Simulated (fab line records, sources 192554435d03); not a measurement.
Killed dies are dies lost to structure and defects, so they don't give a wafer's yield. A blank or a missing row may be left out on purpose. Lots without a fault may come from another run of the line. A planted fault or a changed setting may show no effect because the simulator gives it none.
fab line records | flow n5_finfet
record lots=10 wafers=29 last_day=18
route steps=1938 shown BEOL_M8@1370 PASS1_CAP@1873 PAD_METAL@1893 PASSIVATION@1928
lots that met no fault: from a run of the same line without faults
start_h: hours from the record's first day to the start of the lot's first wafer shown | wait_h: hours since the lot's step before | " the same as in the row above | L1.1+2: a row that stands for several wafers | - no value, or no start given | * or withheld: withheld | < > ~ a bound
route shown NAME@n: a module of which the file shows steps, and the number in the route of the first | usual: mean/standard deviation of fault-free wafers | same: alike in all rows | chamber/n: place in a boat | sites: the reading at each site | _std_site: their standard deviation | _edge_site: outer sites' mean less inner sites' | radius_mm: how far each site lies from the wafer's centre | mask NAME#n: copy n | behind: the tool/chamber that last shaped the wafer | hold: why the lot was held/for how many hours/how that ended | device: the transistor (n, p or np) that didn't switch | end of line: the same wafers' tests at the end of the route | a step without rows: its recipe alone | killed: dies lost to structure and defects at the first sort, not the wafer's yield | map: a wafer's dies, x killed, . not, _ none there
set.NAME: the setting as run; set.NAME@STEP: as run at that earlier step | model.NAME: the simulator's own value behind a step, which no gauge read
steps of the route over a sample of lots; a table a step, a row a wafer
services: from which hour (start_h, from the record's first day; less than 0 if before it) a tool's chamber was out of use, for how many hours, and why
## steps
# step N5_BEOL_M8_ETCH_65
# recipe chemistry=CF4 target=SiARC target_depth_a=156 mask_material=CAR-EUV time_s=26 ion_energy_ev=80 pressure_mtorr=40 source_w=545 bias_w=36 Ar_flow_sccm=100 cf4_flow_sccm=100 ends=cleared
# usual drypump_motor_current_A=5.7/0.71 etch_rf_on_time_s=26.0/0.59 oes_product_au=0.71/0.056 rf_vpp_V=183.7/1.2 showerhead_plenum_p_Torr=2.12/0.077 throttle_valve_pct=15.58/0.2
# columns lot.wafer tool chamber start_h wait_h drypump_motor_current_A etch_rf_on_time_s oes_product_au rf_hours_counter_h rf_vpp_V showerhead_plenum_p_Torr throttle_valve_pct
L608.2 rie_diel-03 0 198.31 0.0 5.0 25.6 0.75 46 186.0 2.18 15.71
L608.3 " 1 " " 6.6 25.5 0.58 235 183.3 2.03 15.93
L608.4 " 2 " " 4.8 25.3 0.76 38 183.8 2.09 15.17
L611.1 rie_diel-04 0 223.39 0.0 5.5 26.1 0.64 150 182.9 2.06 15.67
L611.2 " 2 " " 5.9 25.6 0.59 244 184.1 2.12 15.94
L611.3 " 3 " " 5.7 25.0 0.72 81 184.5 2.09 15.81
L614.2 rie_diel-03 1 235.39 0.0 6.6 25.9 0.57 247 181.4 2.03 15.93
L614.4 " 2 " " 4.8 25.7 0.74 51 182.8 2.09 15.20
L614.5 " 3 " " 6.5 25.3 0.74 - 185.2 2.26 15.33
L613.1 rie_diel-06 2 237.45 0.0 5.4 26.2 0.60 243 181.5 2.03 15.91
L613.4 " 0 " " 5.2 26.0 0.70 82 182.8 2.10 15.64
L613.6 " 0 " " 5.1 26.1 0.70 - 184.3 2.10 15.65
L615.1 rie_diel-06 1 244.58 0.0 4.8 25.9 0.68 115 182.1 2.07 15.65
L615.2 " 3 " " 6.7 26.5 0.76 33 183.0 2.09 15.53
L615.3 " 0 " " 5.2 26.4 0.69 84 181.8 2.10 15.65
L617.2 rie_diel-03 2 258.23 0.0 4.8 25.6 0.72 61 181.6 2.08 15.23
L617.5 " 2 " " 4.8 25.5 0.74 - 184.5 2.08 15.21
L617.6 " 0 " " 5.0 25.9 0.72 - 183.4 2.17 15.76
L618.3 rie_diel-03 3 275.17 0.0 6.5 25.3 0.73 58 185.0 2.26 15.36
L618.6 " 0 " " 5.0 26.4 0.70 - 183.1 2.17 15.77
L621.2 rie_diel-03 0 277.05 0.0 5.0 26.0 0.71 76 184.4 2.17 15.76
L621.3 " 1 " " 6.6 26.2 0.83 2 186.3 2.28 15.45
L621.4 " 2 " " 4.8 25.8 0.73 68 182.4 2.08 15.24
L624.1 rie_diel-03 2 302.54 0.0 4.8 25.6 0.71 77 183.7 2.08 15.26
L624.2 " 0 " " 5.0 26.1 0.70 84 185.3 2.17 15.79
L624.3 " 1 " " 6.6 26.2 0.79 10 186.5 2.28 15.48
L630.2 rie_diel-04 3 343.88 0.0 5.6 26.4 0.66 127 183.9 2.08 15.90
L630.4 " 2 " " 5.9 25.2 0.76 27 183.2 2.11 15.50
L630.6 " 2 " " 5.9 25.4 0.76 - 184.1 2.11 15.51
# step N5_PASSIVATION_PECVD_55
# recipe material=SiO2 target_thk_a=4000 temp_c=400 precursor=SiH4/N2O pressure_torr=2.7 rf_w=608 time_s=22.5
# usual chamber_pressure_Torr=2.699/0.0061 heater_power_w=637/91 showerhead_plenum_p_Torr=8.11/0.086 throttle_valve_pct=51.7/2.9
# columns lot.wafer tool chamber start_h wait_h chamber_pressure_Torr heater_power_w showerhead_plenum_p_Torr throttle_valve_pct
L608.2 pecvd-02 0 262.85 0.0 2.695 666 8.22 49.8
L608.3 " 2 " " 2.695 547 8.01 50.8
L608.4 " 2 " " 2.690 553 8.02 50.3
L611.1 pecvd-02 0 285.33 0.0 2.697 580 8.22 49.8
L611.2 " 1 " " 2.702 744 7.92 56.6
L611.3 " 2 " " 2.696 604 8.01 50.3
L614.2 pecvd-04 0 295.14 0.0 2.709 584 8.04 52.2
L614.4 " 0 " " 2.704 597 8.06 52.2
L614.5 " 1 " " 2.698 704 8.25 51.6
L615.1 pecvd-04 2 300.29 0.0 2.704 793 8.12 46.2
L615.2 " 1 " " 2.687 687 8.26 51.4
L615.3 " 0 " " 2.707 647 8.05 52.6
L613.1 pecvd-01 2 300.34 0.0 2.696 582 8.09 52.0
L613.4 " 2 " " 2.705 612 8.06 52.1
L613.6 " 1 " " 2.711 423 8.10 51.7
L617.2 pecvd-02 2 323.94 0.0 2.706 493 8.00 50.7
L617.5 " 0 " " 2.689 662 8.22 49.7
L617.6 " 1 " " 2.693 665 7.93 56.4
L618.3 pecvd-01 0 338.38 0.0 2.695 503 8.15 56.1
L618.6 " 0 " " 2.694 553 8.11 55.5
L621.2 pecvd-01 0 343.68 0.0 2.704 649 8.14 55.7
L621.3 " 1 " " 2.698 493 8.08 51.6
L621.4 " 1 " " 2.708 493 8.08 51.2
L624.1 pecvd-04 1 370.34 0.0 2.692 721 8.24 51.6
L624.2 " 2 " " 2.702 825 8.12 46.9
L624.3 " 0 " " 2.691 562 8.04 52.5
L630.2 pecvd-01 1 413.34 0.0 2.706 455 8.07 46.3
L630.4 " 2 " " 2.687 622 8.09 52.9
L630.6 " 0 " " 2.702 552 8.14 55.7
# step N5_PASSIVATION_DEGAS_18
# recipe ambient=vacuum temp_c=300 time_s=60
# usual heater_power_w=466/60
# columns lot.wafer tool chamber start_h wait_h heater_power_w
L608.2 pvd_sputter-02 - 264.30 0.3 557
L608.3 " - " " 452
L608.4 " - " " 441
L611.1 pvd_sputter-01 - 287.17 0.7 440
L611.2 " - " " 448
L611.3 " - " " 397
L614.2 pvd_sputter-03 - 297.54 0.3 385
L614.4 " - " " 539
L614.5 " - " " 538
L615.1 pvd_sputter-02 - 303.40 0.4 458
L615.2 " - " " 389
L615.3 " - " " 434
L613.1 pvd_sputter-01 - 303.46 0.1 391
L613.4 " - " " 439
L613.6 " - " " 550
L617.2 pvd_sputter-03 - 325.30 0.1 555
L617.5 " - " " 536
L617.6 " - " " 447
L618.3 pvd_sputter-02 - 340.63 0.7 457
L618.6 " - " " 435
L621.2 pvd_sputter-03 - 347.71 1.1 448
L621.3 " - " " 522
L621.4 " - " " 379
L624.1 pvd_sputter-03 - 376.26 0.1 450
L624.2 " - " " 549
L624.3 " - " " 495
L630.2 pvd_sputter-02 - 415.94 0.3 440
L630.4 " - " " 538
L630.6 " - " " 385
# step N5_PASSIVATION_DESCUM_46
# recipe chemistry=O2 time_s=7.9 source_power_w=50 bias_power_w=20 pressure_mtorr=20 rf_frequency_hz=2.712e+07 temp_c=40 o2_flow_sccm=225
# usual drypump_motor_current_A=5.7/0.61 oes_product_au=0.82/0.062 rf_vpp_V=242.8/1.6 showerhead_plenum_p_Torr=2.07/0.083 throttle_valve_pct=20.43/0.21
# columns lot.wafer tool chamber start_h wait_h drypump_motor_current_A oes_product_au rf_hours_counter_h rf_vpp_V showerhead_plenum_p_Torr throttle_valve_pct
L608.2 rie_diel-04 0 267.07 0.1 5.5 0.73 167 243.1 1.99 20.44
L608.3 " 2 " " 5.8 0.98 1 242.5 2.04 20.14
L608.4 " 3 " " 5.7 0.82 98 242.9 2.05 20.78
L611.1 rie_diel-03 1 290.45 0.6 6.6 0.95 7 245.3 2.22 20.29
L611.2 " 0 " " 5.0 0.83 81 244.1 2.13 20.73
L611.3 " 3 " " 6.5 0.86 64 244.2 2.21 20.16
L614.2 rie_diel-04 2 300.27 0.0 5.9 0.92 12 241.3 2.04 20.16
L614.4 " 3 " " 5.6 0.80 111 243.2 2.04 20.78
L614.5 " 1 " " 6.1 0.80 - 243.8 2.04 20.41
L615.1 rie_diel-03 3 306.25 0.1 6.5 0.85 69 244.9 2.20 20.16
L615.2 " 1 " " 6.6 0.94 12 246.4 2.22 20.31
L615.3 " 2 " " 4.8 0.84 79 241.9 2.05 20.17
L613.1 rie_diel-03 0 306.93 0.2 5.0 0.82 86 242.6 2.13 20.72
L613.4 " 1 " " 6.5 0.93 12 245.1 2.22 20.30
L613.6 " 2 " " 4.8 0.83 - 242.1 2.05 20.19
L617.2 rie_diel-03 0 329.02 0.0 5.0 0.81 92 243.6 2.13 20.74
L617.5 " 0 " " 5.0 0.81 - 243.4 2.13 20.75
L617.6 " 1 " " 6.6 0.91 - 245.0 2.22 20.33
L618.3 rie_diel-06 0 343.23 0.0 5.2 0.79 119 243.5 2.01 20.46
L618.6 " 2 " " 5.4 0.91 - 244.7 2.22 20.27
L621.2 rie_diel-06 0 351.56 0.2 5.2 0.79 122 240.7 2.01 20.46
L621.3 " 3 " " 6.7 0.86 72 240.9 2.05 20.62
L621.4 " 1 " " 4.8 0.76 153 242.1 1.99 20.44
L624.1 rie_diel-06 3 378.86 0.0 6.7 0.85 80 242.6 2.05 20.63
L624.2 " 1 " " 4.8 0.76 162 242.7 1.98 20.44
L624.3 " 2 " " 5.4 0.86 28 245.2 2.21 20.30
L630.2 rie_diel-06 1 418.53 0.0 4.9 0.75 176 241.8 1.98 20.48
L630.4 " 2 " " 5.4 0.84 42 244.3 2.21 20.31
L630.6 " 3 " " 6.7 0.83 - 243.3 2.04 20.65
# step N5_PASSIVATION_PROBE_49
# usual defect_limited_yield=91.0/1.3 killed_at_M0_to_M3=36/9.5 killed_at_M4_up=14/5.6 killed_at_contacts=12/6.4 killed_at_front_end=40/10 killed_at_other=3.2/3 killed_dies=107/15 killed_on_rim=15/4.5 killed_open=69/12 killed_short=35/7.7 sort_bin_5_function=5.3/0.91 sort_bin_6_memory=3.3/0.65 sort_n_pass=1073/15 sort_yield_pct=91.0/1.3
# same gross_dies=1180 killed_at_back_side=0 sort_bin_4_leakage[%]=0 sort_bin_8_speed[%]=0
# columns lot.wafer tool chamber start_h wait_h defect_limited_yield[%] killed_at_M0_to_M3 killed_at_M4_up killed_at_contacts killed_at_front_end killed_at_other killed_dies killed_on_rim killed_open killed_short sort_bin_5_function[%] sort_bin_6_memory[%] sort_n_pass sort_yield_pct[%]
L617.5 prober-02 - 333.17 0.7 91.6 29 17 20 32 1 99 8 65 32 4.7 3.1 1081 91.6
L617.6 prober-02 - 333.22 0.8 90.1 49 11 21 35 1 117 18 80 36 6.7 3.1 1063 90.1
L618.3 prober-01 - 346.37 0.1 92.0 22 19 10 38 5 94 18 60 30 4.7 2.6 1086 92.0
L618.6 prober-01 - 346.52 0.3 91.2 25 13 15 45 6 104 19 68 32 4.8 3.6 1076 91.2
L621.2 prober-02 - 354.66 0.1 83.1 56 80 22 38 3 199 40 86 38 9.1 4.7 981 83.1
L621.3 prober-02 - 354.71 0.1 81.3 32 139 12 37 1 221 29 56 31 11.8 3.4 959 81.3
L621.4 prober-02 - 354.76 0.2 87.0 35 46 21 47 4 153 34 81 37 7.4 4.3 1027 87.0
L624.1 prober-01 - 381.91 0.0 89.6 32 44 15 29 3 123 21 57 35 5.5 3.4 1057 89.6
L624.2 prober-01 - 381.96 0.1 83.2 49 86 14 46 3 198 38 87 37 10.2 4.6 982 83.2
L624.3 prober-01 - 382.01 0.1 80.2 47 140 17 25 5 234 27 77 26 11.4 4.6 946 80.2
# killed by level:class
L617.5 MOL_CONTACT_COAG:geometric_particle:open=19 BEOL_M3:geometric_particle:open=9 FIN_SAQP:geometric_particle:short=7 FIN_SAQP:geometric_particle:open=5 BEOL_M0_SAQP:geometric_particle:short=5 BEOL_M0_SAQP:geometric_particle:open=4 BEOL_M1:geometric_particle:open=4 BEOL_M2:geometric_particle:open=4
L617.6 MOL_CONTACT_COAG:geometric_particle:open=16 BEOL_M0_SAQP:geometric_particle:open=11 BEOL_M1:geometric_particle:open=10 STI_FIN_REVEAL:geometric_particle:open=9 BEOL_M2:geometric_particle:open=9 BEOL_M0_SAQP:geometric_particle:short=6 GATE_CUT:geometric_particle:short=5 MOL_CONTACT_COAG:geometric_particle:short=5
L618.3 BEOL_M4:geometric_particle:open=9 MOL_CONTACT_COAG:geometric_particle:open=7 BEOL_M0_SAQP:geometric_particle:open=7 FIN_SAQP:geometric_particle:short=6 STI_FIN_REVEAL:geometric_particle:open=5 FIN_SAQP:geometric_particle:open=4 GATE_CUT:geometric_particle:short=4 BEOL_M0_SAQP:geometric_particle:short=4
L618.6 MOL_CONTACT_COAG:geometric_particle:open=13 STI_FIN_REVEAL:geometric_particle:open=10 BEOL_M1:geometric_particle:open=8 FIN_SAQP:geometric_particle:open=5 FIN_SAQP:geometric_particle:short=5 BEOL_M0_SAQP:geometric_particle:short=5 GATE_CUT:geometric_particle:short=5 BEOL_M2:geometric_particle:open=5
L621.2 BEOL_M8:unspecified=69 MOL_CONTACT_COAG:geometric_particle:open=20 BEOL_M0_SAQP:geometric_particle:open=16 BEOL_M0_SAQP:geometric_particle:short=13 BEOL_M3:geometric_particle:open=11 STI_FIN_REVEAL:geometric_particle:open=9 STI_FIN_REVEAL:geometric_particle:short=7 BEOL_M4:geometric_particle:open=7
L621.3 BEOL_M8:unspecified=128 STI_FIN_REVEAL:geometric_particle:open=13 MOL_CONTACT_COAG:geometric_particle:open=10 BEOL_M0_SAQP:geometric_particle:short=10 GATE_CUT:geometric_particle:short=6 BEOL_M1:geometric_particle:open=5 BEOL_M4:geometric_particle:open=5 BEOL_M2:geometric_particle:open=4
L621.4 BEOL_M8:unspecified=30 MOL_CONTACT_COAG:geometric_particle:open=14 STI_FIN_REVEAL:geometric_particle:open=13 BEOL_M3:geometric_particle:open=13 MOL_CONTACT_COAG:geometric_particle:short=7 BEOL_M4:geometric_particle:open=7 STARTING-WAFER:geometric_particle:open=6 DUMMY_GATE:geometric_particle:open=5
L624.1 BEOL_M8:unspecified=29 MOL_CONTACT_COAG:geometric_particle:open=10 FIN_SAQP:geometric_particle:open=8 BEOL_M3:geometric_particle:open=8 BEOL_M0_SAQP:geometric_particle:open=6 SPACER0:geometric_particle:short=5 MOL_CONTACT_COAG:geometric_particle:short=5 FIN_SAQP:geometric_particle:short=4
L624.2 BEOL_M8:unspecified=72 STI_FIN_REVEAL:geometric_particle:open=10 BEOL_M1:geometric_particle:open=10 BEOL_M0_SAQP:geometric_particle:open=9 FIN_SAQP:geometric_particle:open=8 MOL_CONTACT_COAG:geometric_particle:open=8 BEOL_M2:geometric_particle:open=7 BEOL_M0:geometric_particle:open=7
L624.3 BEOL_M8:unspecified=129 MOL_CONTACT_COAG:geometric_particle:open=16 BEOL_M0_SAQP:geometric_particle:open=12 BEOL_M1:geometric_particle:open=11 BEOL_M0_SAQP:geometric_particle:short=8 BEOL_M2:geometric_particle:open=7 FIN_SAQP:geometric_particle:open=3 BEOL_M5:geometric_particle:open=3
## services
# columns tool chamber start_h hours kind
pecvd-02 - 226.68 1.2 repair
pecvd-04 - 229.27 2.6 repair
rie_diel-03 1 241.09 - clean
rie_diel-03 1 241.09 - consumable_replace:focus_ring
rie_diel-03 1 241.09 - consumable_replace:showerhead
rie_diel-03 1 241.09 30.5 scheduled_down
rie_diel-03 1 241.09 30.5 vent_cycle
rie_diel-06 2 243.08 8.3 repair
pecvd-04 1 255.80 14.1 repair
pvd_sputter-01 - 265.37 5.6 repair
rie_diel-06 2 268.31 - clean
rie_diel-06 2 268.31 - consumable_replace:focus_ring
rie_diel-06 2 268.31 - consumable_replace:showerhead
rie_diel-04 3 281.53 2.6 repair
pecvd-02 - 307.51 5.5 pm
rie_diel-04 - 311.41 0.7 repair
pecvd-02 - 337.70 3.3 repair
pvd_sputter-02 - 350.92 15.4 repair
rie_diel-06 0 356.03 43.4 repair
pvd_sputter-01 - 363.81 5.6 repair
pvd_sputter-02 - 366.68 18.9 repair
rie_diel-03 0 388.66 19.8 repair
pecvd-02 - 413.17 1.3 repair
pecvd-02 - 414.49 2.8 pm
## key
first_sign step=N5_PASSIVATION_PROBE_49 reading=killed_at_M4_up direction=up sigmas=13 usual=14 struck=89
effect step=N5_PASSIVATION_PROBE_49 reading=defect_limited_yield direction=down sigmas=5.3 usual=91.0 struck=84.1 wafers_moved=5
more_kills_born_at N5_BEOL_M8_ETCH_65@rie_diel-03=457
met_at N5_BEOL_M8_ETCH_65
struck_lots L621,L624
not_acting_at N5_PASSIVATION_PECVD_55,N5_PASSIVATION_DEGAS_18,N5_PASSIVATION_DESCUM_46
onset_between 275.17 277.05
fault kind=chamber_particle_source tool=rie_diel-03 chamber=- onset_h=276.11 steps=N5_BEOL_M8_ETCH_65 rate_per_visit_cm2=1.8868 end_h=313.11
